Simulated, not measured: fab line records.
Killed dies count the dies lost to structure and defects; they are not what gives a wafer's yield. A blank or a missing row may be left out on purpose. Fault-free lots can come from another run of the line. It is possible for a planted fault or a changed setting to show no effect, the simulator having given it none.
Chamber matching + flow n5Finfet + N5_BEOL_M14_ETCH_67 on rieDiel-06 has 4 sister chambers
The step etches SiARC in CF4, target depth 143 nm, time 238.3 s. 8 wafers are shown with their chamber, then 8 later ones without.

== EACH WAFER AND ITS CHAMBER ==
| wafer  | chamber | showerheadPlenumPTorr (Torr) | throttleValvePct (%) |
|--------|---------|------------------------------|----------------------|
| L075.5 | 0       | 2.26                         | 15.39                |
| L086.1 | 2       | 2.14                         | 15.89                |
| L086.5 | 2       | 2.14                         | 15.90                |
| L086.6 | 1       | 2.14                         | 15.51                |
| L090.1 | 1       | 2.14                         | 15.52                |
| L090.3 | 3       | 2.08                         | 15.27                |
| L090.4 | 0       | 2.25                         | 15.44                |
| L088.1 | 3       | 2.08                         | 15.29                |

== WAFERS MISSING THEIR CHAMBER ==
| wafer  | showerheadPlenumPTorr (Torr) | throttleValvePct (%) |
|--------|------------------------------|----------------------|
| L088.3 | 2.14                         | 15.93                |
| L088.5 | 2.25                         | 15.47                |
| L092.1 | 2.08                         | 15.29                |
| L092.2 | 2.14                         | 15.93                |
| L092.3 | 2.25                         | 15.46                |
| L096.2 | 2.14                         | 15.93                |
| L096.3 | 2.13                         | 15.56                |
| L096.6 | 2.24                         | 15.49                |

== CHAMBER TAKEN BY EACH ==
| wafer  | from the rows above | in truth |
|--------|---------------------|----------|
| L088.3 | 2                   | 2        |
| L088.5 | 0                   | 0        |
| L092.1 | 3                   | 3        |
| L092.2 | 2                   | 2        |
| L092.3 | 0                   | 0        |
| L096.2 | 2                   | 2        |
| L096.3 | 1                   | 1        |
| L096.6 | 0                   | 0        |
8 of 8 placed correctly. Not placeable from these rows: 0. Wrongly placed: 0.
How it was worked out, from the rows above alone: a wafer's distance from a chamber is the root of the sum, over the readings, of the square of ((its reading less the chamber's mean) divided by the reading's scatter). If the next closest chamber is less than 2 further off than the closest, the wafer can't be placed; otherwise it belongs to the closest. A chamber's mean is the mean of its shown wafers. The scatter: take each reading less its chamber's mean, square it, sum over the shown wafers, divide by the number of wafers less the number of chambers, and take the root.
